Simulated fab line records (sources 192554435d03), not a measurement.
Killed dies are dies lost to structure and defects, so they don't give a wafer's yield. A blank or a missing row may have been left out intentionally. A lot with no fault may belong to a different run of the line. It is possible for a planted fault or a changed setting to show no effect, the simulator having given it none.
fab line records    flow n5-finfet
record: lots: 5  wafers: 14  last-day: 16
route steps=1938 shown BEOL_M4@1099 BEOL_M5@1112 BEOL_M12@1628 PASSIVATION@1936
lots untouched by any fault: they come from a run of this same line in which no faults occurred
start-h: the number of hours between the record's first day and the start of the first shown wafer of the lot    wait-h: how many hours have passed since the lot's step before this one    " repeats the value in the row above    L1.1+2: a single row standing in for several wafers    - value missing, or start not given    * or withheld: withheld    < > ~ a bound
route shown NAME@n: names a module that has steps shown in the file, with the first one's number in the route    usual: mean and standard deviation over wafers with no fault    same: alike in all rows    chamber/n: place in a boat    sites: each site's reading    _std_site: standard deviation of those values    _edge_site: inner sites' mean taken away from outer sites' mean    radius-mm: how far each site lies from the wafer's centre    mask NAME#n: copy n    behind: the tool/chamber that last shaped the wafer    hold: why the lot went on hold/how many hours it stayed there/how the hold came to an end    device: whichever transistor did not switch (one of n, p or np)    end of line: at the end of the route, the tests of the same wafers    a step given without rows: its recipe and nothing more    killed: dies lost to structure and defects at the first sort, not the wafer's yield    map: the dies of a wafer, with x for killed, . for not killed, _ for no die there
set.NAME: the setting the step ran with; set.NAME@STEP: the setting that earlier step ran with    model.NAME: the simulator's own value behind a step, which no gauge read
lots at selected steps of the route; one table per step, one row per wafer
services: when a tool's chamber went out of use (start-h, in hours from the record's first day, below 0 if earlier), for how many hours, and the reason
== steps ==
step: N5_BEOL_M4_ANNEAL_95
recipe: temp-c: 400  time-s: 240  ambient: vacuum
step: N5_BEOL_M4_SPUTTER_96
recipe: material: Cu  target-thk-a: 45  temp-c: -20  chamber-pressure-pa: 0.07  power-w: withheld  time-s: 8.29
step: N5_BEOL_M4_ECD_50
recipe: material: Cu  target-thk-a: 3000
step: N5_BEOL_M4_ANNEAL_51
recipe: temp-c: 225  time-s: 90  ambient: N2
step: N5_BEOL_M4_CMP_52
recipe: stop-on: SiOC  t-overpolish-s: 6.8  down-force-psi: 1  platen-rpm: 50  clearing-platen-down-force-psi: 1.5  clearing-platen-rpm: 50  post-cmp-clean: cu-alkaline  target-thk-nm: 40  clearing-platen-pad-velocity-m-s: 0.99484  pad-velocity-m-s: 0.99484
step: N5_BEOL_M4_PRE_CLEAN_60
recipe: gas: NH3/H2  time-s: 15  temp-c: *  rf-power-w: 300
step: N5_BEOL_M4_CO_CAP_55
recipe: material: Co  target-thk-a: 20  temp-c: 200  precursor: CCTBA/H2  pressure-torr: 30  time-s: 102.1
step: N5_BEOL_M4_PRE_CLEAN_56
recipe: gas: NH3  time-s: 15  temp-c: withheld  rf-power-w: 300
step: N5_BEOL_M4_DEP_57
recipe: material: SiCN  target-thk-a: 80  temp-c: withheld  precursor: 3MS/NH3  pressure-torr: 3  rf-w: 202  time-s: 14
step: N5_BEOL_M4_RC_MEAS_101
usual: DIBL_N: 36.5/1.4  DIBL_P: 36.6/1.6  IOFF_N: 0.160/0.024  IOFF_P: 0.217/0.029  ION_N: 674/8.7  ION_P: 464/6.5  SS_N: 71.6/0.47  SS_P: 73.4/0.57  VT_N: 250.0/2.5  VT_P: -250/3.1
lot.wafer  tool       chamber  start-h  wait-h  DIBL_N[mV/V]  DIBL_P[mV/V]  IOFF_N[nA/um]  IOFF_P[nA/um]  ION_N[uA/um]  ION_P[uA/um]  SS_N[mV/dec]  SS_P[mV/dec]  VT_N[mV]  VT_P[mV]
L621.1     prober-01  0        212.81   0.0     38.4          38.6          0.199          0.267          691           474           71.7          73.6          247.0     -245
L621.3     "          0        "        "       35.3          34.4          0.143          0.201          674           467           71.5          72.9          249.6     -248
L621.4     "          0        "        "       37.0          36.6          0.163          0.229          667           465           71.8          73.7          250.6     -246
L623.2     prober-01  0        227.36   0.2     36.2          37.3          0.168          0.262          675           478           71.9          73.5          248.0     -241
L623.4     "          0        "        "       36.3          37.5          0.169          0.257          682           474           71.5          74.0          248.9     -243
L623.6     "          0        "        "       35.4          36.3          0.145          0.229          664           468           71.2          73.0          249.4     -243
L626.1     prober-02  0        241.98   0.0     39.1          39.7          0.188          0.223          677           455           72.1          74.6          247.6     -252
L626.4     "          0        "        "       39.9          40.3          0.212          0.237          677           457           71.9          74.1          246.1     -251
L627.1     prober-01  0        243.84   0.0     37.9          37.8          0.179          0.259          674           466           71.5          73.1          248.5     -245
L627.2     "          0        "        "       37.2          37.1          0.170          0.244          684           474           71.3          73.9          247.9     -248
L627.6     "          0        "        "       36.6          36.2          0.155          0.221          680           468           71.7          72.8          249.9     -247
L635.4     prober-01  0        294.96   0.5     40.2          40.2          0.245          0.299          693           473           72.9          73.9          247.0     -244
L635.5     "          0        "        "       37.1          36.3          0.162          0.221          674           467           71.8          73.0          251.0     -250
L635.6     "          0        "        "       36.4          36.4          0.159          0.221          679           467           71.3          73.8          249.7     -247
step: N5_BEOL_M5_ILD_DEP_00
recipe: material: SiCOH_lowk  target-thk-a: 1406.4  temp-c: 300  precursor: DEMS/porogen  pressure-torr: 5  rf-w: 500  time-s: 25.9
step: N5_BEOL_M5_CURE_79
recipe: temp-c: 385  time-s: 240  ambient: He/Ar  material: SiCOH_lowk
step: N5_BEOL_M5_PECVD_70
recipe: material: SiO2  target-thk-a: 160  temp-c: 400  precursor: TEOS/O2  pressure-torr: 5.5  rf-w: 450  teos-flow-sccm: 53.8  gas: O2  flow-sccm: 3000  time-s: 18
step: N5_BEOL_M5_HM_DEP_02
recipe: material: TiN  target-thk-a: 200  temp-c: 25  chamber-pressure-pa: 0.49996
step: N5_BEOL_M5_COAT_59
recipe: resist: SOC  temp-c: 250  time-s: 60  spin-rpm: 1500  resist-thk-nm: 60
step: N5_BEOL_M5_COAT_60
recipe: resist: SiARC  temp-c: 220  time-s: 60  spin-rpm: 1500  resist-thk-nm: 12
step: N5_BEOL_M5_COAT_71
recipe: resist: underlayer  temp-c: 205  time-s: 60  spin-rpm: 1500  resist-thk-nm: 5
step: N5_BEOL_M5_COAT_05
recipe: resist: CAR-EUV  spin-rpm: 1500  resist-thk-nm: 30
step: N5_BEOL_M5_EBR_07
recipe: solvent: PGMEA  ebr-width-mm: 1.5
step: N5_BEOL_M5_SOFTBAKE_06
recipe: temp-c: 110  time-s: 60  resist: CAR-EUV
step: N5_BEOL_M5_EXPOSE_08
recipe: mask-id: M5  na: 0.33  source-shape: annular  sigma-inner: 0.4  sigma-outer: 0.8  polarization: unpolarized  target-cd-nm: 28  dose-mj: 35.75
step: N5_BEOL_M5_PEB_09
recipe: peb-temp-c: 100  peb-time-s: 60  resist: CAR-EUV
step: N5_BEOL_M5_DEVELOP_10
recipe: develop-time-s: 30  developer: TMAH  resist: CAR-EUV  rinse-liquid: surfactant-rinse  dry: air-spin  dev-temp-c: 23
step: N5_BEOL_M5_DESCUM_16
recipe: chemistry: O2  time-s: 7  source-power-w: 50  bias-power-w: 20  pressure-mtorr: 20  rf-frequency-hz: 2.712e+07  temp-c: 40  resist: CAR-EUV  o2-flow-sccm: 225
step: N5_BEOL_M5_ETCH_72
recipe: chemistry: N2/H2  target: underlayer  target-depth-a: 65  mask-material: CAR-EUV  time-s: 5.2  ion-energy-ev: 200  pressure-mtorr: 30  source-w: 840  bias-w: 150  n2-flow-sccm: 200  h2-flow-sccm: 200  ends: cleared
step: N5_BEOL_M5_ETCH_61
recipe: chemistry: CF4  target: SiARC  target-depth-a: 156  mask-material: CAR-EUV  time-s: 26  ion-energy-ev: 80  pressure-mtorr: 40  source-w: 545  bias-w: 36  Ar_flow_sccm: 100  cf4-flow-sccm: 100  ends: cleared
step: N5_BEOL_M5_ETCH_62
recipe: chemistry: N2/H2  target: SOC  target-depth-a: 750  overetch-a: 150  mask-material: SiARC  temp-c: 40  time-s: 112.5  ion-energy-ev: 200  pressure-mtorr: 30  source-w: 840  bias-w: 150  n2-flow-sccm: 200  h2-flow-sccm: 200
step: N5_BEOL_M5_STRIP_63
recipe: chemistry: N2/H2  temp-c: 40  n2-flow-sccm: 200  h2-flow-sccm: 200  rf-frequency-hz: 6e+07
step: N5_BEOL_M5_STRIP_73
recipe: chemistry: N2/H2  temp-c: 40  n2-flow-sccm: 200  h2-flow-sccm: 200  rf-frequency-hz: 6e+07
step: N5_BEOL_M5_STRIP_64
recipe: chemistry: CF4  resist: SiARC  power-w: 300  bias-power-w: 75  pressure-mtorr: 50  cf4-flow-sccm: 150  rf-frequency-hz: 6e+07
step: N5_BEOL_M5_HM_OPEN_17
recipe: chemistry: Cl2/BCl3  target-depth-a: 200  overetch-a: 60  target: TiN  mask-material: SOC  ion-energy-ev: 150  pressure-mtorr: 10  icp-w: 1000  bias-w: 126  Cl2_flow_sccm: 53.25  bcl3-flow-sccm: 21.75  Ar_flow_sccm: 25
step: N5_BEOL_M5_STRIP_19
recipe: chemistry: O2  power-w: 400  temp-c: 40  pressure-mtorr: 30  rf-frequency-hz: 6e+07  bias-power-w: 0  overash-fraction: 0.2  o2-flow-sccm: 225
step: N5_BEOL_M5_COAT_65
recipe: resist: SOC  temp-c: 250  time-s: 60  spin-rpm: 1500  resist-thk-nm: 60
step: N5_BEOL_M5_COAT_66
recipe: resist: SiARC  temp-c: 220  time-s: 60  spin-rpm: 1500  resist-thk-nm: 12
step: N5_BEOL_M12_EXPOSE_25
recipe: mask-id: M12  na: 0.93  source-shape: conventional  sigma-outer: 0.4  polarization: unpolarized  dose-mj: 21.8
lot.wafer   tool            chamber  start-h  wait-h  mask
L621.1+3+4  krf-scanner-02  0        277.27   -       M12#0
L623.2+4+6  krf-scanner-02  0        284.72   -       M12#0
L627.1+2+6  krf-scanner-02  0        304.10   -       M12#0
L626.1+4    krf-scanner-02  0        306.46   -       M12#0
L635.4+5+6  krf-scanner-01  0        355.25   -       M12#0
step: N5_BEOL_M12_CD_MEAS_28
recipe: target-cd-nm: 160.2  landing-energy-ev: 500  detector: se-inlens  polarity: opening
usual: cd-nm: 160.3/1.1
lot.wafer  tool       chamber  start-h  wait-h  cd-nm
L621.1     cd-sem-03  0        277.45   -       161.1
L621.3     "          0        "        "       160.5
L621.4     "          0        "        "       160.1
L623.2     cd-sem-02  0        284.88   -       160.6
L623.4     "          0        "        "       193.8
L623.6     "          0        "        "       194.1
L627.1     cd-sem-01  0        304.27   -       160.0
L627.2     "          0        "        "       159.2
L627.6     "          0        "        "       194.2
L626.1     cd-sem-02  0        306.63   -       161.1
L626.4     "          0        "        "       195.8
L635.4     cd-sem-03  0        355.41   -       162.0
L635.5     "          0        "        "       162.2
L635.6     "          0        "        "       161.3
step: N5_PASSIVATION_PROBE_49
usual: defect-limited-yield: 91.2/1.4  killed_at_M0_to_M3: 34/9.4  killed_at_M4_up: 13/5.8  killed-at-contacts: 13/6.4  killed-at-front-end: 41/11  killed-at-other: 3.1/2.3  killed-dies: 103/16  killed-on-rim: 13/3.4  killed-open: 69/12  killed-short: 33/7.8  sort_bin_5_function: 5.1/0.91  sort_bin_6_memory: 3.3/0.63  sort-n-pass: 1077/16  sort-yield-pct: 91.2/1.4
same: gross-dies: 1180  killed-at-back-side: 0  sort_bin_4_leakage[%]: 0  sort_bin_8_speed[%]: 0
lot.wafer  tool       chamber  start-h  wait-h  defect-limited-yield[%]  killed_at_M0_to_M3  killed_at_M4_up  killed-at-contacts  killed-at-front-end  killed-at-other  killed-dies  killed-on-rim  killed-open  killed-short  sort_bin_5_function[%]  sort_bin_6_memory[%]  sort-n-pass  sort-yield-pct[%]
L623.4     prober-01  -        320.50   0.2     14.4                     39                  912              14                  43                   2                1010         151            67           36            5.7                     2.7                   170          14.4
L623.6     prober-01  -        320.60   0.3     16.0                     38                  913              6                   33                   1                991          152            45           37            4.0                     2.7                   189          16.0
L627.6     prober-02  -        343.06   0.3     12.5                     36                  955              11                  31                   0                1033         152            81           21            5.2                     3.5                   147          12.5
L626.4     prober-01  -        343.56   0.2     12.0                     35                  957              11                  34                   1                1038         152            68           32            5.3                     3.1                   142          12.0
killed by level:class
L623.4 BEOL_M12:area-expose=907 STI_FIN_REVEAL:geometric-particle:open=16 BEOL_M2:geometric-particle:open=11 MOL_CONTACT_COAG:geometric-particle:open=9 BEOL_M0_SAQP:geometric-particle:short=8 FIN_SAQP:geometric-particle:short=6 DUMMY_GATE:geometric-particle:open=5 MOL_CONTACT_COAG:geometric-particle:short=5
L623.6 BEOL_M12:area-expose=909 FIN_SAQP:geometric-particle:short=10 BEOL_M1:geometric-particle:open=8 BEOL_M2:geometric-particle:open=8 STI_FIN_REVEAL:geometric-particle:open=6 BEOL_M0_SAQP:geometric-particle:open=5 BEOL_M2:geometric-particle:short=5 STI_FIN_REVEAL:geometric-particle:short=4
L627.6 BEOL_M12:area-expose=929 BEOL_M4:geometric-particle:open=13 BEOL_M2:geometric-particle:open=11 STI_FIN_REVEAL:geometric-particle:open=8 MOL_CONTACT_COAG:geometric-particle:open=8 BEOL_M0_SAQP:geometric-particle:open=6 BEOL_M0_SAQP:geometric-particle:short=6 FIN_SAQP:geometric-particle:open=5
L626.4 BEOL_M12:area-expose=938 STI_FIN_REVEAL:geometric-particle:open=13 BEOL_M0_SAQP:geometric-particle:short=12 BEOL_M4:geometric-particle:open=10 MOL_CONTACT_COAG:geometric-particle:open=9 BEOL_M0_SAQP:geometric-particle:open=6 DUMMY_GATE:geometric-particle:open=6 BEOL_M2:geometric-particle:open=6
map L623.4 (x killed, . not)
_________________xxxxxxxxxxxx________________
______________xxxxx.xxxxxxxxxxxx_____________
___________xxxxxxxxxxxxxxxxxxxxxxxx__________
__________xxxxxxxxxxxxxxxxxxxxxxxxxx_________
________xxxxxxxxxxxxxxxxxxxxxxxxxxxxxx_______
_______xxxxxxxxxxxxxxxxxxxxxxxxxxxxxxxx______
______xxxxxxxxxxxxxxxxxxxxxxxxxxxxxxxxxx_____
_____xxxxxxx.xxxxx.xxxxx..xxxxxxxxxxxxxxx____
____xxxxxxxxx..xxx.xxxxxxxxxxxxxxxxxxxxxxx___
___xxxxxxxxxxxxxx...xx.xxxx.xxxxxxxxxxxxxxx__
___xxxxxxxxxxx.xxx.x.x...x.xxxx.xxxxxxxxxxx__
__xxxxxxxxx.xxxxxxx.x.xx...xxx.xxxxxx.xxxxxx_
__xxxxxxxxxxxxx...xx....x......xx..xxxxxxxxx_
_xxxxxxxxxxxxx..xxx.........x..xxxxxxxxxxxxxx
_xxxxxxxxxxx.xxxxxxxx.x..x..xx.xx.xxxxxxx.xxx
_xxxxxxxxxx.x.x.x.......x.xx.xxxxxxxxxxxxxxxx
_xxxxxxxxxxxxxxx.x....xxx..x.xxxxxxxxxxxxxxxx
_xxxxxx.x..x.xxx..xxx..x....xxx.x..x.xxxxxxxx
_xxxxxxxxx.xxxxxxxxx.x..xx.x.x.x..xxxxxxxxxxx
_xxxxxxxxxxx.xx.xx...xxx.xx...x.xxxxxxxxxxxxx
_xxxxxxxxxxxxxxxx.x.x.xxx.xx.xxxxxxxxxxxxxxxx
__xxxxxxxxxxx....x....x.x.x.xxxxx.xxxxxxxxxx_
__xxxxxxxxxx..x.xxx.x.x.xxx.xxxxxxxxxxxxxxxx_
___xx.xxxxxxxx..xx.xxxx...xxxxx.xxxxxxxxxxx__
___xxxx.xxx.x.xxxx.xxxxxxx..xxxxxxxxxxxxxxx__
____xxx.xxxxxxxxxxxxxxxxxx.xxxxxxxxxxxxxxx___
_____xxxxxxxxxxxxxxxxxxx.xx.xxxxxxxxxxxxx____
______xxxxx.xxxxx.xxxxx.xxxxxxxxxxxxxxxx_____
_______xxxxxxxxxxxxxxxxxxx.xxxxxxxxxxxx______
________xxxxxxxxxxxxxxxx.xxxxxxxxxxxxx_______
__________xxxxxxxxxxxx.xxxxxxxxxxxxx_________
___________xxxxxxxxxxxxxxxxxxxxx.xx__________
______________xxxxxxxxxxxxxxxxxx_____________
_________________xxxxxxxxxxxx________________
map L626.4 (x killed, . not)
_________________xxxxxxxxxxxx________________
______________xxxxxxxxxxxxxxxxxx_____________
___________xxxxxxxxxxxxxxxxxxxxxxxx__________
__________xxxxxxxxxxxxxxxxxxxxxxxxxx_________
________xxxxxxxxxxxxxxxxxxxxxxxxxxxxxx_______
_______xxxxxxxxxxxxxxxxxxxxxxxxxxxxxxxx______
______xxxxxxxxxxxxxxxxxxxxxxx.xxxxxxxxxx_____
_____xxxxxxxxxxxxx.xxxxx..xxxxxxxxxxxxxxx____
____xxxxxxxxxxxxxxxxxxxx.xxxxxxxx.xxx.xxxx___
___xxxxxxx.xxx.xxxxxxxx.x..xxxxxxxxxxxxxxxx__
___xxxxxxxxx.xxxxxx.xx..xxxxxxxxxxxxxxxxxxx__
__xxxxxxxxxxxxxxxx.x.xxxx.x...xxxxxxxxxxxxxx_
__xxxxxxxxx.xxxx.xxx....xxx.xxx.xxxxxxxxxxxx_
_xxxxxxxxxxxxx.x.xx..x..x..xxxxxxxxxxxxxxxxxx
_xxxxxxxxxx.x.xxx.xxxxxx.x.x.x.xxx.xxxxxxxxxx
_xxxxxxxxxxx.xxxxxx...x....x...xxxx..xxxxxxxx
_xxxxxxxx.xxxxx.x.x.......x.x..xxxxxxxxxxxxxx
_xxxxxxxx.xx..x.xxx.x.x....xxx..xxxxxxxxxxxxx
_xxxxxxxxxx..xxxxxx.xxxxxx...xx.xx.xxxxxxxxxx
_xxxxxxxxxxxxxxx.xx.x.x.x.xx.x.xxxxxxxxxxxxxx
_xxxxxxxxxxxxxxxxx.x..xxxx.xxx..x.xxxxxxxxxxx
__xxxxxxxxxxxxxxxxxxxxx....xx.xxxxxxxxxxxxxx_
__xxxxxxxxxxxx.xx.xx.xx.xxxx.x.xxx.xxxx.xxxx_
___xxxxxxxxxx.xxxx.xxxx.xxxxx.xx..xxxxxxxxx__
___xxxxxxxxxxxx.xx.x.xx.xx.xxxxxxxxxxxxxxxx__
____xxxxxxxxx..x.xxxx.xx.xxx.xxxxxxxxxxxxx___
_____xxxxxxxxxx.x.xxx.xx.xxxxxxx.xxxxxxxx____
______xxxxxxxxxxxxxxxxxxxxxxxxxxxxxxxxxx_____
_______xxxxxxxxxxxxxxx.xxxxxxxxxxxxxxxx______
________xxxxxxxxxxxxxxxxxxxxxxxxxxxxxx_______
__________xxxxxxxxxxxxxxxxxxxxxxxxxx_________
___________xxxxxxxxxxxxxxxxxxxxxxxx__________
______________xxxxxxxxxxxxxxxxxx_____________
_________________xxxxxxxxxxxx________________
== services ==
tool            chamber  start-h  hours  kind
krf-scanner-01  0        265.18   -      calibration
krf-scanner-02  -        269.11   0.8    pm
krf-scanner-01  -        284.15   0.7    repair
krf-scanner-01  -        285.34   1.3    pm
krf-scanner-02  -        292.64   1.0    pm
== key ==
first-sign: step: N5_BEOL_M12_CD_MEAS_28  reading: cd-nm  direction: up  sigmas: 30  usual: 160.3  struck: 194.5
effect: step: N5_PASSIVATION_PROBE_49  reading: killed_at_M4_up  direction: up  sigmas: 99+  usual: 13  struck: 934
more-kills-born-at: N5_BEOL_M12_EXPOSE_25@krf-scanner-02: 3683
met-at N5_BEOL_M12_EXPOSE_25
struck-wafers L623.4,L623.6,L626.4,L627.6
later-rows-left-out L623.4,L623.6,L626.4,L627.6
onset-between 277.27 284.72
fault: kind: process-parameter-drift  tool: krf-scanner-02  chamber: -  onset-h: 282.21  steps: N5_BEOL_M12_EXPOSE_25  channel: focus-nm  offset: 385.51  shape: step  end-h: 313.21  scope: struck-wafers-only
later-rows-left-out: the simulator's readings of these wafers behind a module that went badly wrong aren't trusted and aren't shown, but for the sort
